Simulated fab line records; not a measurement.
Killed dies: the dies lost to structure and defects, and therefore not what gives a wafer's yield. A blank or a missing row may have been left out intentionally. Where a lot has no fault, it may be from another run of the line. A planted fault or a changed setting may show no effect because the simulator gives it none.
Struck lot and sound lot, side by side + flow n5-finfet + 21 out of 1938 route steps
Sound: wafers L388.3, L388.5, L388.6. Wafers struck: L392.3, L392.5, L392.6. The cause is named last.
Order at every step that has rows: each side's tool, ch and its chambers, its first start. Under that, the readings that differ: sound wafers + struck wafers + difference of the means + sigmas: that difference in standard deviations of wafers without a fault.
alike: readings with means less than 2 such deviations apart, plus words and numbers identical on both sides. not compared: withheld readings, readings lacking a value on some wafer, bounds such as >300 that could conceal the same value, and numbers that have no deviation in the record and whose values overlap.
Wherever a step has rows on one side only, a row that says differs or no value, or a row with sigmas, the two part there. Numbers that have no deviation but don't overlap get no sigmas and don't part them. A reading missing from all wafers of one side parts the sides only when that side holds two or more wafers.

first, 8 steps without rows for these wafers: N5_BEOL_M13_DESCUM_15 (chemistry O2, time 7.9 s); N5_BEOL_M13_ETCH_59 (etches BARC in N2/H2, target depth 89 nm, overetch 26.7 nm, time 67.9 s); N5_BEOL_M13_VIA_ETCH_16 (etches SiOC in C4F8/O2/Ar, target depth 921.7 nm); N5_BEOL_M13_STRIP_63 (strips in N2/H2); N5_BEOL_M13_STRIP_64 (strips in N2/H2); N5_BEOL_M13_STRIP_71 (strips in post etch residue remover, time 60 s); N5_BEOL_M13_SRD_72 (time 30 s, dry time 30 s); N5_BEOL_M13_COAT_65 (time 60 s, resist thk 350 nm).
N5_BEOL_M13_COAT_66: time 60 s, resist thk 110 nm.
  sound on litho-track-01 ch 0, day 11 03:35; struck on litho-track-01 ch 0, day 12 04:43
| reading                                     | sound                | struck               | difference | sigmas      |
|---------------------------------------------|----------------------|----------------------|------------|-------------|
| spin-speed-rpm (rpm)                        | 1500.2 1499.8 1500.3 | 1601.5 1601.4 1600.7 | +101.1     | +99 or more |
| model.SiARC_of_BEOL_M13_COAT_66.thk-nm (nm) | 110.6 110.4 110.4    | 106.4 106.4 106.6    | -4.0       |             |
then, 8 steps without rows for these wafers: N5_BEOL_M13_COAT_22 (resist thk 300 nm); N5_BEOL_M13_EBR_24; N5_BEOL_M13_SOFTBAKE_23 (time 60 s); N5_BEOL_M13_EXPOSE_25 (exposes mask M13, target cd 210 nm); N5_BEOL_M13_PEB_26 (peb time 90 s); N5_BEOL_M13_DEVELOP_27 (develop time 45 s); N5_BEOL_M13_HARDBAKE_32 (time 120 s); N5_BEOL_M13_DESCUM_33 (chemistry O2, time 7.9 s).
N5_BEOL_M13_ETCH_67: etches SiARC in CF4, target depth 143 nm, time 238.3 s.
  sound on rie-diel-06 ch 2,3, day 11 04:00; struck on rie-diel-02 ch 0,1,3, day 12 05:14
| reading                                    | sound             | struck            | difference | sigmas |
|--------------------------------------------|-------------------|-------------------|------------|--------|
| model.etch.depth-nm (nm)                   | 110.6 110.5 110.4 | 106.5 106.3 106.5 | -4.1       |        |
| model.coat_of_BEOL_M13_COAT_22.thk-nm (nm) | 211.6 211.8 212   | 213 213 213       | +1         |        |
  alike: chamber-pressure-mTorr, drypump-motor-current-A, etch-rf-on-time-s, oes-product-au, rf-vpp-V, showerhead-plenum-p-Torr, throttle-valve-pct
  not compared: rf-hours-counter-h
N5_BEOL_M13_ETCH_68: etches SOC in N2/H2, time 355 s.
  sound on rie-diel-06 ch 2,3, day 11 04:08; struck on rie-diel-02 ch 0,1,3, day 12 05:23
| reading                                     | sound          | struck         | difference | sigmas |
|---------------------------------------------|----------------|----------------|------------|--------|
| model.SiARC_of_BEOL_M13_COAT_66.thk-nm (nm) | 77.4 76.6 77.2 | 73.8 73.2 73.2 | -3.7       |        |
  alike: chamber-pressure-mTorr, drypump-motor-current-A, n2-flow-sccm, oes-product-au, rf-vpp-V, showerhead-plenum-p-Torr, throttle-valve-pct
  not compared: rf-hours-counter-h
then, 1 step without rows for these wafers: N5_BEOL_M13_STRIP_69 (strips in N2/H2).
N5_PASSIVATION_PROBE_49:
  sound on prober-02, day 12 08:08; struck on prober-02, day 13 18:27
  alike: defect-limited-yield, killed_at_M0_to_M3, killed_at_M4_up, killed-at-contacts, killed-at-front-end, killed-at-other, killed-dies, killed-open, killed-short, sort_bin_4_leakage, sort_bin_5_function, sort_bin_6_memory, sort_bin_8_speed, sort-n-pass, sort-yield-pct

== WHERE THEY PART ==
Only at N5_BEOL_M13_COAT_66, within this record. Later steps at which nothing parts them and some readings are alike: N5_BEOL_M13_ETCH_67, N5_BEOL_M13_ETCH_68, N5_PASSIVATION_PROBE_49.

WHY: the cause the simulator had injected
Drift in process parameters on litho-track-01 at N5_BEOL_M13_COAT_66, starting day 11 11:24. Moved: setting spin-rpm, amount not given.
